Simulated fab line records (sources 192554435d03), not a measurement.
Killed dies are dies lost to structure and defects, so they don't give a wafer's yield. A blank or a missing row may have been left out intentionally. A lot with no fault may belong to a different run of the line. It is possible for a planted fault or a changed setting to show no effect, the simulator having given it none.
fab line records	flow n5Finfet	part 1 of 2: steps 1 to 4 of 6
[record] lots = 24	wafers = 72	lastDay = 17
route steps=1938 shown BEOL_M6@1210 BEOL_M7@1283 BEOL_M8@1335
lots that met no fault: taken from a fault-free run of the same line
startH: start of the lot's first displayed wafer, in hours after the record's first day	waitH: how many hours have passed since the lot's step before this one	" same as the row above	L1.1+2: a single row standing in for several wafers	- no value present, or no start provided	* or withheld: withheld	< > ~ a bound
route shown NAME@n: a module of which the file shows steps, and the number in the route of the first	usual: the fault-free wafers' mean and standard deviation	same: alike in all rows	chamber/n: place in a boat	sites: the reading at each site	_std_site: standard deviation across them	_edge_site: outer sites' mean less inner sites'	radiusMm: how far each site lies from the wafer's centre	mask NAME#n: copy n	behind: the last tool/chamber to shape the wafer	hold: why the lot was held/for how many hours/how that ended	device: names the non-switching transistor (n, p or np)	end of line: the route-end tests of the same wafers	a step given without rows: its recipe and nothing more	killed: dies that structure and defects cost at the first sort, which is not the same as the wafer's yield	map: dies across one wafer; x = killed, . = not, _ = none there
set.NAME: the setting that was run; set.NAME@STEP: the one run at that earlier step	model.NAME: the simulator's own value behind a step, which no gauge read
the route's steps for a sample of lots (tables are steps, rows are wafers)
services: the hour from which a tool's chamber was out of use, counted from the record's first day as startH (under 0 if before that day), plus the number of hours and why
[[steps]]
[step N5_BEOL_M6_DESCUM_16]
[recipe] chemistry = O2	timeS = 7.9	sourcePowerW = 50	biasPowerW = 20	pressureMtorr = 20	rfFrequencyHz = 2.712e+07	tempC = 40	resist = CAR-ArF	o2FlowSccm = 225
[usual] drypumpMotorCurrentA = 5.7/0.54	oesProductAu = 0.77/0.069	rfVppV = 243.6/1.1	showerheadPlenumPTorr = 2.13/0.054	throttleValvePct = 20.5/0.32
[same] timeS = 7.9
lot.wafer	tool	chamber	startH	waitH	drypumpMotorCurrentA	oesProductAu	rfHoursCounterH	rfVppV	showerheadPlenumPTorr	throttleValvePct
L074.3	rieDiel-02	1	179.21	0.0	6.3	0.71	222	242.9	2.06	20.2
L074.5	"	1	"	"	6.3	0.70	-	243.2	2.05	20.2
L074.6	"	2	"	"	5.1	0.72	-	242.2	2.10	21.0
L075.3	rieDiel-05	0	179.52	0.1	5.5	0.79	120	244.1	2.11	20.7
L075.4	"	2	"	"	4.9	0.74	185	244.4	2.17	20.2
L075.6	"	0	"	"	5.5	0.78	-	243.5	2.11	20.7
L076.3	rieDiel-02	2	192.82	0.0	5.1	0.71	192	243.3	2.09	21.0
L076.4	"	1	"	"	6.3	0.70	227	243.3	2.05	20.2
L076.6	"	3	"	"	5.9	0.76	-	244.0	2.11	20.8
L077.2	rieDiel-02	2	196.86	0.7	5.1	0.72	194	242.4	2.09	21.0
L077.5	"	1	"	"	6.2	0.70	-	242.9	2.05	20.2
L077.6	"	2	"	"	5.1	0.72	-	243.4	2.09	21.0
L078.1	rieDiel-05	1	205.77	0.0	6.2	0.82	95	243.5	2.12	20.6
L078.3	"	0	"	"	5.5	0.78	130	242.4	2.11	20.7
L078.6	"	2	"	"	4.9	0.73	-	245.6	2.17	20.2
L080.1	rieDiel-05	1	210.90	0.3	6.2	0.81	97	242.9	2.12	20.6
L080.2	"	2	"	"	4.9	0.72	197	242.7	2.17	20.2
L080.4	"	0	"	"	5.5	0.77	132	242.0	2.10	20.7
L079.1	rieDiel-02	3	213.81	0.1	5.9	0.75	132	243.2	2.10	20.8
L079.3	"	1	"	"	6.3	0.69	235	242.0	2.05	20.2
L079.5	"	0	"	"	6.5	0.85	-	245.2	2.20	20.4
L081.2	rieDiel-06	0	220.79	0.0	6.4	0.69	218	242.4	2.08	20.9
L081.5	"	1	"	"	5.7	0.69	-	245.3	2.17	20.7
L081.6	"	2	"	"	5.5	0.76	-	244.2	2.09	20.3
L082.1	rieDiel-05	0	221.38	0.0	5.5	0.78	135	243.3	2.10	20.7
L082.2	"	2	"	"	4.9	0.72	200	245.0	2.17	20.2
L082.3	"	3	"	"	5.5	0.80	107	245.4	2.22	20.4
L083.3	rieDiel-05	1	236.79	0.3	6.2	0.81	106	243.3	2.11	20.7
L083.4	"	0	"	"	5.5	0.77	140	242.6	2.10	20.8
L083.5	"	1	"	"	6.2	0.81	-	242.3	2.11	20.7
L084.3	rieDiel-05	1	246.09	0.0	6.2	0.81	110	242.6	2.11	20.6
L084.4	"	3	"	"	5.5	0.79	115	244.6	2.22	20.4
L084.6	"	1	"	"	6.2	0.81	-	244.9	2.11	20.7
L086.2	rieDiel-05	3	247.07	0.0	5.5	0.78	115	243.3	2.22	20.4
L086.3	"	2	"	"	4.9	0.71	210	245.0	2.16	20.2
L086.5	"	3	"	"	5.5	0.78	-	245.0	2.22	20.4
L085.2	rieDiel-05	1	251.00	0.2	6.2	0.80	112	244.4	2.11	20.7
L085.4	"	0	"	"	5.5	0.77	146	243.5	2.10	20.8
L085.5	"	3	"	"	5.5	0.78	-	243.8	2.22	20.4
L087.3	rieDiel-05	3	261.11	0.2	5.5	0.78	121	245.4	2.22	20.4
L087.4	"	1	"	"	6.2	0.80	116	243.0	2.11	20.7
L087.5	"	3	"	"	5.4	0.78	-	244.4	2.22	20.4
L088.1	rieDiel-02	3	272.94	0.1	5.9	0.73	155	242.6	2.09	20.8
L088.3	"	1	"	"	6.3	1.00	1	242.0	2.04	19.8
L088.5	"	1	"	"	6.2	1.00	-	243.1	2.04	19.8
L089.1	rieDiel-05	2	273.06	0.0	4.9	0.71	220	244.8	2.16	20.2
L089.5	"	3	"	"	5.5	0.79	-	245.2	2.22	20.4
L089.6	"	0	"	"	5.5	0.75	-	244.9	2.10	20.8
L090.2	rieDiel-02	3	274.55	0.0	5.9	0.73	155	243.3	2.09	20.8
L090.5	"	0	"	"	6.5	0.82	-	244.8	2.19	20.4
L090.6	"	1	"	"	6.2	0.99	-	243.1	2.04	19.8
L091.1	rieDiel-05	0	288.94	0.0	5.5	0.75	160	243.5	2.10	20.8
L091.2	"	2	"	"	4.9	0.71	225	242.9	2.16	20.2
L091.6	"	1	"	"	6.2	0.80	-	244.4	2.11	20.7
L092.1	rieDiel-06	2	292.71	0.0	5.5	0.75	159	244.3	2.08	20.3
L092.3	"	1	"	"	5.7	0.67	245	244.2	2.16	20.7
L092.4	"	2	"	"	5.5	0.74	-	242.9	2.08	20.3
L093.2	rieDiel-02	1	297.24	0.5	6.3	0.94	11	244.9	2.04	19.8
L093.4	"	3	"	"	5.9	0.73	163	242.5	2.09	20.8
L093.5	"	3	"	"	5.9	0.72	-	242.9	2.09	20.8
L094.1	rieDiel-02	0	300.58	0.0	6.5	0.81	102	245.5	2.18	20.4
L094.2	"	1	"	"	6.3	0.94	12	242.3	2.04	19.8
L094.3	"	2	"	"	5.1	0.68	227	243.5	2.08	21.0
L095.2	rieDiel-05	0	305.07	0.8	5.5	0.76	166	243.6	2.09	20.8
L095.3	"	2	"	"	4.9	0.71	233	243.9	2.15	20.2
L095.5	"	2	"	"	4.9	0.70	-	243.8	2.15	20.2
L096.2	rieDiel-06	0	315.44	0.0	6.4	0.67	251	242.3	2.07	21.0
L096.4	"	3	"	"	5.7	0.78	-	243.1	2.11	20.7
L096.5	"	2	"	"	5.5	0.74	-	243.2	2.07	20.3
L097.1	rieDiel-02	2	317.82	0.0	5.1	0.68	232	243.9	2.08	21.0
L097.3	"	1	"	"	6.3	0.94	17	242.5	2.04	19.8
L097.5	"	1	"	"	6.3	0.93	-	243.7	2.04	19.8
[step N5_BEOL_M6_STRIP_36]
[recipe] chemistry = N2/H2	powerW = 450	tempC = 40	pressureMtorr = 20	rfFrequencyHz = 6e+07	overashFraction = 0.3	biasPowerW = 7	h2Frac = 0.5	n2FlowSccm = 200	h2FlowSccm = 200
[usual] drypumpMotorCurrentA = 5.8/0.46	oesProductAu = 0.75/0.062	rfVppV = 59.2/1.4	showerheadPlenumPTorr = 2.56/0.055	throttleValvePct = 23.75/0.29
lot.wafer	tool	chamber	startH	waitH	drypumpMotorCurrentA	oesProductAu	rfHoursCounterH	rfVppV	showerheadPlenumPTorr	throttleValvePct
L075.3	rieDiel-06	1	181.70	0.0	5.7	0.69	205	60.8	2.62	23.46
L075.4	"	2	"	"	5.5	0.78	117	58.3	2.56	23.60
L075.6	"	1	"	"	5.7	0.69	-	62.0	2.62	23.49
L074.3	rieDiel-06	3	182.10	0.0	5.7	0.82	92	60.5	2.56	23.82
L074.5	"	3	"	"	5.7	0.82	-	58.6	2.56	23.80
L074.6	"	0	"	"	6.4	0.71	-	58.7	2.51	24.30
L076.3	rieDiel-06	3	195.03	0.0	5.7	0.81	97	60.3	2.55	23.80
L076.4	"	1	"	"	5.7	0.69	210	60.6	2.61	23.48
L076.6	"	2	"	"	5.5	0.77	-	59.6	2.56	23.58
L077.2	rieDiel-02	1	198.24	0.0	6.3	0.70	229	57.4	2.51	23.52
L077.5	"	0	"	"	6.6	0.87	-	60.9	2.70	23.84
L077.6	"	1	"	"	6.3	0.70	-	59.5	2.51	23.58
L078.1	rieDiel-06	0	207.70	0.0	6.4	0.69	213	56.1	2.51	24.31
L078.3	"	1	"	"	5.7	0.67	215	60.1	2.61	23.47
L078.6	"	2	"	"	5.5	0.78	-	58.8	2.55	23.58
L080.1	rieDiel-06	0	212.71	0.0	6.4	0.69	214	60.7	2.50	24.29
L080.2	"	1	"	"	5.7	0.69	216	57.8	2.61	23.49
L080.4	"	1	"	"	5.7	0.68	-	59.2	2.61	23.48
L079.1	rieDiel-02	0	217.39	0.0	6.5	0.86	68	60.5	2.70	23.86
L079.3	"	2	"	"	5.1	0.72	201	60.2	2.51	23.91
L079.5	"	3	"	"	5.9	0.75	-	59.8	2.54	24.02
L081.2	rieDiel-02	0	222.48	0.0	6.6	0.85	69	60.5	2.70	23.89
L081.5	"	1	"	"	6.3	0.70	-	59.9	2.51	23.55
L081.6	"	2	"	"	5.1	0.70	-	56.9	2.51	23.90
L082.1	rieDiel-05	0	222.92	0.0	5.5	0.77	135	59.2	2.53	23.57
L082.2	"	2	"	"	4.9	0.73	201	58.4	2.63	23.39
L082.3	"	3	"	"	5.5	0.80	107	60.9	2.65	23.41
L083.3	rieDiel-05	1	239.95	0.0	6.2	0.82	107	59.2	2.55	24.00
L083.4	"	0	"	"	5.5	0.77	142	63.5	2.53	23.57
L083.5	"	0	"	"	5.5	0.77	-	62.8	2.53	23.57
L086.2	rieDiel-06	3	249.28	0.0	5.7	0.80	112	59.6	2.55	23.85
L086.3	"	2	"	"	5.5	0.75	144	55.6	2.55	23.58
L086.5	"	1	"	"	5.7	0.67	-	58.9	2.60	23.52
L084.3	rieDiel-02	0	249.38	0.0	6.5	0.82	80	58.9	2.70	23.91
L084.4	"	1	"	"	6.3	0.68	249	59.2	2.51	23.56
L084.6	"	0	"	"	6.5	0.81	-	57.7	2.70	23.88
L085.2	rieDiel-06	0	252.92	0.0	6.4	0.68	231	59.8	2.50	24.34
L085.4	"	3	"	"	5.7	0.79	113	60.7	2.55	23.86
L085.5	"	3	"	"	5.7	0.80	-	61.0	2.55	23.81
L087.3	rieDiel-05	3	262.89	0.0	5.5	0.78	122	59.8	2.65	23.46
L087.4	"	1	"	"	6.2	0.80	117	58.1	2.55	24.00
L087.5	"	0	"	"	5.5	0.76	-	60.6	2.53	23.57
L088.1	rieDiel-06	0	275.93	0.0	6.4	0.68	238	57.6	2.50	24.31
L088.3	"	1	"	"	5.7	0.65	239	60.0	2.60	23.51
L088.5	"	2	"	"	5.5	0.73	-	60.5	2.54	23.65
L089.1	rieDiel-02	0	276.10	0.0	6.5	0.82	92	58.5	2.69	23.93
L089.5	"	0	"	"	6.5	0.82	-	61.2	2.69	23.90
L089.6	"	1	"	"	6.3	0.96	-	57.5	2.51	23.08
L090.2	rieDiel-05	0	276.37	0.0	5.5	0.75	156	58.8	2.52	23.61
L090.5	"	3	"	"	5.5	0.78	-	61.1	2.64	23.47
L090.6	"	2	"	"	4.9	0.70	-	61.3	2.62	23.41
L091.1	rieDiel-06	3	290.13	0.0	5.7	0.79	124	59.1	2.54	23.87
L091.2	"	2	"	"	5.5	0.74	158	57.7	2.54	23.64
L091.6	"	3	"	"	5.7	0.79	-	59.6	2.54	23.83
L092.1	rieDiel-06	3	294.11	0.0	5.7	0.79	127	61.5	2.54	23.85
L092.3	"	1	"	"	5.7	0.66	246	58.5	2.60	23.54
L092.4	"	1	"	"	5.7	0.67	-	60.2	2.60	23.52
L093.2	rieDiel-06	0	299.26	0.0	6.4	0.67	243	60.6	2.49	24.31
L093.4	"	2	"	"	5.5	0.73	162	55.9	2.54	23.63
L093.5	"	2	"	"	5.5	0.74	-	58.4	2.54	23.65
L094.1	rieDiel-02	2	303.48	0.0	5.1	0.69	227	58.6	2.50	23.96
L094.2	"	3	"	"	5.9	0.72	165	59.9	2.53	24.07
L094.3	"	1	"	"	6.3	0.94	12	56.0	2.50	23.09
L095.2	rieDiel-06	2	306.26	0.0	5.5	0.73	165	56.6	2.54	23.65
L095.3	"	3	"	"	5.7	0.76	132	57.6	2.54	23.87
L095.5	"	0	"	"	6.4	0.67	-	60.0	2.49	24.36
L096.2	rieDiel-05	2	316.62	0.0	4.9	0.70	237	61.3	2.61	23.46
L096.4	"	3	"	"	5.5	0.76	137	59.2	2.64	23.45
L096.5	"	1	"	"	6.2	0.79	-	60.9	2.54	24.03
L097.1	rieDiel-05	0	320.91	0.0	5.5	0.74	171	60.0	2.52	23.62
L097.3	"	1	"	"	6.3	0.77	139	59.1	2.54	24.06
L097.5	"	0	"	"	5.5	0.74	-	57.7	2.52	23.59
[step N5_BEOL_M6_DEGAS_44]
[recipe] ambient = vacuum	tempC = 250	timeS = 60
[usual] heaterPowerW = 322/25
[same] timeS = 60
lot.wafer	tool	chamber	startH	waitH	heaterPowerW
L075.3	pvdSputter-02	-	182.49	0.2	326
L075.4	"	-	"	"	305
L075.6	"	-	"	"	335
L074.3	pvdSputter-03	-	183.27	0.6	370
L074.5	"	-	"	"	367
L074.6	"	-	"	"	349
L076.3	pvdSputter-02	-	195.75	0.2	289
L076.4	"	-	"	"	316
L076.6	"	-	"	"	287
L077.2	pvdSputter-01	-	201.10	2.3	332
L077.5	"	-	"	"	319
L077.6	"	-	"	"	301
L078.1	pvdSputter-03	-	209.10	1.0	341
L078.3	"	-	"	"	319
L078.6	"	-	"	"	294
L080.1	pvdSputter-02	-	213.47	0.3	288
L080.2	"	-	"	"	317
L080.4	"	-	"	"	312
L079.1	pvdSputter-01	-	218.51	0.5	339
L079.3	"	-	"	"	329
L079.5	"	-	"	"	336
L081.2	pvdSputter-02	-	223.74	0.8	285
L081.5	"	-	"	"	314
L081.6	"	-	"	"	285
L082.1	pvdSputter-01	-	223.87	0.4	336
L082.2	"	-	"	"	327
L082.3	"	-	"	"	327
L083.3	pvdSputter-03	-	242.08	1.5	290
L083.4	"	-	"	"	366
L083.5	"	-	"	"	329
L086.2	pvdSputter-01	-	250.00	0.2	330
L086.3	"	-	"	"	313
L086.5	"	-	"	"	335
L084.3	pvdSputter-03	-	250.53	0.4	367
L084.4	"	-	"	"	284
L084.6	"	-	"	"	288
L085.2	pvdSputter-03	-	253.87	0.5	337
L085.4	"	-	"	"	375
L085.5	"	-	"	"	338
L087.3	pvdSputter-02	-	263.67	0.2	320
L087.4	"	-	"	"	288
L087.5	"	-	"	"	324
L088.1	pvdSputter-03	-	277.00	0.6	322
L088.3	"	-	"	"	358
L088.5	"	-	"	"	343
L089.1	pvdSputter-03	-	277.12	0.5	350
L089.5	"	-	"	"	342
L089.6	"	-	"	"	329
L090.2	pvdSputter-01	-	278.00	1.1	331
L090.5	"	-	"	"	299
L090.6	"	-	"	"	328
L091.1	pvdSputter-02	-	292.04	1.3	330
L091.2	"	-	"	"	292
L091.6	"	-	"	"	326
L092.1	pvdSputter-03	-	295.30	0.7	324
L092.3	"	-	"	"	364
L092.4	"	-	"	"	341
L093.2	pvdSputter-02	-	300.11	0.4	284
L093.4	"	-	"	"	291
L093.5	"	-	"	"	283
L094.1	pvdSputter-03	-	304.58	0.7	342
L094.2	"	-	"	"	287
L094.3	"	-	"	"	325
L095.2	pvdSputter-03	-	307.26	0.5	297
L095.3	"	-	"	"	367
L095.5	"	-	"	"	363
L096.2	pvdSputter-01	-	317.33	0.2	318
L096.4	"	-	"	"	331
L096.5	"	-	"	"	325
L097.1	pvdSputter-03	-	321.76	0.4	330
L097.3	"	-	"	"	348
L097.5	"	-	"	"	346
[step N5_BEOL_M7_STRIP_67]
[recipe] chemistry = CF4	resist = SiARC	powerW = 300	biasPowerW = 75	pressureMtorr = 50	cf4FlowSccm = 150	rfFrequencyHz = 6e+07
[usual] drypumpMotorCurrentA = 5.7/0.44	oesProductAu = 0.77/0.09	rfVppV = 270.8/1.6	showerheadPlenumPTorr = 1.78/0.052	throttleValvePct = 13.66/0.26
lot.wafer	tool	chamber	startH	waitH	drypumpMotorCurrentA	oesProductAu	rfHoursCounterH	rfVppV	showerheadPlenumPTorr	throttleValvePct
L075.3	rieDiel-01	1	186.37	0.0	6.0	0.88	34	272.3	1.82	13.18
L075.4	"	0	"	"	5.3	0.69	249	273.3	1.85	14.12
L075.6	"	0	"	"	5.3	0.69	-	272.0	1.85	14.10
L074.3	rieDiel-03	2	186.80	0.0	5.5	0.76	168	269.5	1.73	13.87
L074.5	"	2	"	"	5.5	0.74	-	270.2	1.73	13.87
L074.6	"	3	"	"	5.2	0.74	-	270.1	1.86	13.86
L076.3	rieDiel-04	1	201.93	0.0	6.1	0.96	7	270.6	1.77	13.33
L076.4	"	3	"	"	6.0	0.71	225	271.8	1.78	14.12
L076.6	"	1	"	"	6.0	0.95	-	271.0	1.77	13.33
L077.2	rieDiel-04	0	205.75	0.0	4.7	0.69	210	268.9	1.69	13.72
L077.5	"	3	"	"	5.9	0.71	-	269.1	1.78	14.14
L077.6	"	2	"	"	5.7	0.72	-	272.0	1.84	13.37
L078.1	rieDiel-03	1	213.82	0.0	5.8	0.74	192	270.2	1.79	13.75
L078.3	"	0	"	"	5.7	0.72	157	274.4	1.85	13.84
L078.6	"	0	"	"	5.6	0.72	-	272.3	1.85	13.83
L080.1	rieDiel-01	3	221.16	0.0	5.8	0.72	192	269.2	1.72	13.66
L080.2	"	0	"	"	5.3	0.97	5	272.3	1.84	13.53
L080.4	"	1	"	"	6.0	0.86	42	270.8	1.82	13.19
L079.1	rieDiel-04	1	224.23	0.0	6.1	0.93	15	269.7	1.77	13.35
L079.3	"	0	"	"	4.7	0.69	216	270.2	1.69	13.71
L079.5	"	2	"	"	5.7	0.70	-	271.7	1.84	13.36
L081.2	rieDiel-03	3	227.08	0.0	5.2	0.74	195	273.0	1.85	13.90
L081.5	"	2	"	"	5.4	0.73	-	267.6	1.73	13.92
L081.6	"	3	"	"	5.3	0.74	-	274.4	1.85	13.91
L082.1	rieDiel-01	3	229.23	0.0	5.8	0.72	194	268.4	1.72	13.66
L082.2	"	2	"	"	6.3	0.73	181	272.3	1.78	13.74
L082.3	"	0	"	"	5.3	0.96	7	272.8	1.84	13.55
L083.3	rieDiel-04	1	246.40	0.0	6.1	0.92	23	270.7	1.77	13.37
L083.4	"	2	"	"	5.7	0.71	205	271.7	1.84	13.40
L083.5	"	2	"	"	5.7	0.71	-	271.8	1.84	13.38
L086.2	rieDiel-04	2	254.31	0.0	5.7	0.70	207	272.6	1.84	13.37
L086.3	"	0	"	"	4.7	0.68	225	269.1	1.69	13.74
L086.5	"	0	"	"	4.7	0.67	-	268.8	1.69	13.75
L084.3	rieDiel-01	0	254.51	0.0	5.3	0.92	15	271.7	1.84	13.57
L084.4	"	2	"	"	6.2	0.73	189	269.4	1.78	13.75
L084.6	"	1	"	"	6.0	0.85	-	271.7	1.82	13.24
L085.2	rieDiel-03	2	257.74	0.0	5.5	0.74	193	268.7	1.72	13.94
L085.4	"	1	"	"	5.7	0.73	206	269.7	1.78	13.79
L085.5	"	2	"	"	5.5	0.73	-	268.4	1.72	13.93
L087.3	rieDiel-04	0	270.34	0.0	4.7	0.68	229	268.6	1.69	13.75
L087.4	"	0	"	"	4.7	0.67	-	270.0	1.69	13.76
L087.5	"	1	"	"	6.1	0.91	-	268.8	1.77	13.38
L088.1	rieDiel-01	1	283.03	0.0	6.0	0.84	61	272.5	1.82	13.23
L088.3	"	0	"	"	5.2	0.91	24	272.2	1.84	13.58
L088.5	"	1	"	"	6.0	0.83	-	271.0	1.82	13.24
L090.2	rieDiel-04	0	283.31	0.0	4.7	0.67	233	269.6	1.68	13.75
L090.5	"	0	"	"	4.7	0.67	-	269.4	1.68	13.76
L090.6	"	3	"	"	5.9	0.69	-	271.5	1.78	14.18
L089.1	rieDiel-04	3	283.61	0.0	6.0	0.70	248	270.5	1.78	14.18
L089.5	"	1	"	"	6.1	0.90	-	271.0	1.77	13.37
L089.6	"	2	"	"	5.7	0.69	-	269.9	1.84	13.41
L091.1	rieDiel-01	1	295.77	0.0	6.0	0.84	65	271.1	1.82	13.26
L091.2	"	3	"	"	5.8	0.71	215	267.5	1.72	13.73
L091.6	"	3	"	"	5.8	0.71	-	268.6	1.72	13.73
L092.1	rieDiel-01	0	300.74	0.0	5.3	0.90	30	273.2	1.84	13.60
L092.3	"	2	"	"	6.3	0.71	204	271.3	1.77	13.80
L092.4	"	1	"	"	6.0	0.83	67	271.7	1.81	13.26
L093.2	rieDiel-01	3	304.96	0.0	5.8	0.70	218	271.2	1.72	13.74
L093.4	"	2	"	"	6.3	0.71	206	271.2	1.77	13.77
L093.5	"	1	"	"	6.0	0.82	-	270.5	1.81	13.25
L094.1	rieDiel-04	0	308.42	0.0	4.7	0.67	242	267.2	1.68	13.79
L094.2	"	1	"	"	6.1	0.88	43	271.0	1.76	13.41
L094.3	"	3	"	"	5.9	0.99	1	271.1	1.78	13.63
L095.2	rieDiel-03	0	311.91	0.0	5.7	0.70	188	272.9	1.84	13.88
L095.3	"	3	"	"	5.3	0.72	221	272.7	1.85	13.97
L095.5	"	1	"	"	5.8	0.72	-	271.0	1.78	13.83
L096.2	rieDiel-04	3	321.98	0.0	5.9	0.98	4	271.5	1.78	13.63
L096.4	"	0	"	"	4.7	0.67	245	268.2	1.68	13.79
L096.5	"	3	"	"	5.9	0.97	-	271.0	1.78	13.62
L097.1	rieDiel-01	0	326.55	0.0	5.3	0.88	37	272.3	1.83	13.60
L097.3	"	2	"	"	6.2	0.70	213	269.6	1.77	13.80
L097.5	"	3	"	"	5.8	0.71	-	269.4	1.71	13.73
